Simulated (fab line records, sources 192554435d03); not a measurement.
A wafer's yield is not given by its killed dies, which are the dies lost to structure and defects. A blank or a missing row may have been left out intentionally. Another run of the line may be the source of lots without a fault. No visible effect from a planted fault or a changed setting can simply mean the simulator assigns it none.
Split-lot trial    flow n5_finfet    route with 1938 steps; 7 lots, 21 wafers read

ABOUT THE SPLIT
At N5_SD_EPI_N_EPI_21 (deposits Si:P, time 690 s), the setting time_s was moved away from the recipe's 690 s on 4 of the 21 wafers read, by -12.4% to +8.0%. The other wafers ran this setting at the recipe's value.

Between the split and the reading, the file records no step.

THE READING
Si-P_of_SD_EPI_N_EPI_21.thk_nm (the simulator's own value, which no gauge read), in nm, at N5_SD_EPI_N_PRECLEAN_24 (cleans in O3/DIW, time 60 s). The file gives no usual value for it. Across the 17 wafers here that went through the recipe, the average is 58.3 nm and the standard deviation 0.67 nm.

wafer   tool, chamber at the split  time_s as run, s  against the recipe  Si-P_of_SD_EPI_N_EPI_21.thk_nm, nm  against lot-mates on the recipe
L074.1  epi_rpcvd-04, 0             690               recipe              59.2                                -
L074.3  epi_rpcvd-04, 0             690               recipe              59.2                                -
L074.5  epi_rpcvd-04, 0             690               recipe              59.4                                -
L076.2  epi_rpcvd-04, 0             745.4             +8.0%               61.8                                +2.8
L076.3  epi_rpcvd-04, 0             690               recipe              59                                  -
L076.5  epi_rpcvd-04, 0             745.4             +8.0%               62.8                                +3.8
L082.4  epi_rpcvd-01, 0             604.1             -12.4%              54.2                                -4.4
L082.5  epi_rpcvd-01, 0             604.1             -12.4%              53.8                                -4.8
L082.6  epi_rpcvd-01, 0             690               recipe              58.6                                -
L083.1  epi_rpcvd-04, 0             690               recipe              58                                  -
L083.3  epi_rpcvd-04, 0             690               recipe              58.4                                -
L083.5  epi_rpcvd-04, 0             690               recipe              58.8                                -
L084.2  epi_rpcvd-01, 0             690               recipe              58.2                                -
L084.3  epi_rpcvd-01, 0             690               recipe              57.8                                -
L084.4  epi_rpcvd-01, 0             690               recipe              57.4                                -
L088.1  epi_rpcvd-04, 0             690               recipe              58.2                                -
L088.2  epi_rpcvd-04, 0             690               recipe              57.4                                -
L088.3  epi_rpcvd-04, 0             690               recipe              58.4                                -
L090.1  epi_rpcvd-04, 0             690               recipe              57.6                                -
L090.2  epi_rpcvd-04, 0             690               recipe              57.4                                -
L090.4  epi_rpcvd-04, 0             690               recipe              57.4                                -

THE FIT
A straight line over all 21 wafers: Si-P_of_SD_EPI_N_EPI_21.thk_nm changes by +0.392 nm for each +1% of time_s; r = +0.93; the points scatter about the line by 0.73 nm.
The same after taking each lot's own level away (the mean of its wafers on the recipe; 21 wafers): +0.382 nm for each +1%; r = +0.98; scatter 0.32 nm.
According to that fit, moving time_s by its largest amount changes the reading by 4.8 nm.
Across the lots, their own levels run from 57.47 to 59.27 nm, a range of 2.7 times the standard deviation given above.
Hence the lot-to-lot level has little effect on the slope; both slopes agree.
Check: -4.92 nm against its lot-mates is what the line predicts for one of the wafers moved furthest among these (-12.4%) when that wafer is left out of the fit. Against them it came out at -4.4 nm.

OTHER SPLITS APPLIED TO THESE WAFERS
Note: prior to the reading, these wafers also went through further splits. Each is held against what the fit with the lots' levels taken away leaves over:
other split on the same wafers      wafers away from the commonest value  r with Si-P_of_SD_EPI_N_EPI_21.thk_nm (lot level and that fit taken away)
N5_SD_EPI_N_PEB_07 peb_time_s       9                                     +0.35
N5_SD_EPI_N_ETCH_16 target_depth_a  5                                     -0.47

THE WHOLE CHAIN: every reading that the file lists as answering this split, in the file's order
step                     what it does                 reading                                                                          change (the file's fit)                r (the file's)
N5_SD_EPI_N_EPI_21       deposits Si:P, time 690 s    Si-P_of_SD_EPI_N_EPI_21.thk_nm (the simulator's own value, which no gauge read)  +0.387 nm for each +1% of the setting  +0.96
N5_SD_EPI_N_PRECLEAN_24  cleans in O3/DIW, time 60 s  Si-P_of_SD_EPI_N_EPI_21.thk_nm (the simulator's own value, which no gauge read)  +0.382 nm for each +1% of the setting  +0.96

THE FILE'S OWN FIT
Si-P_of_SD_EPI_N_EPI_21.thk_nm changes by +0.382 nm for each +1% of time_s, r = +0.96.
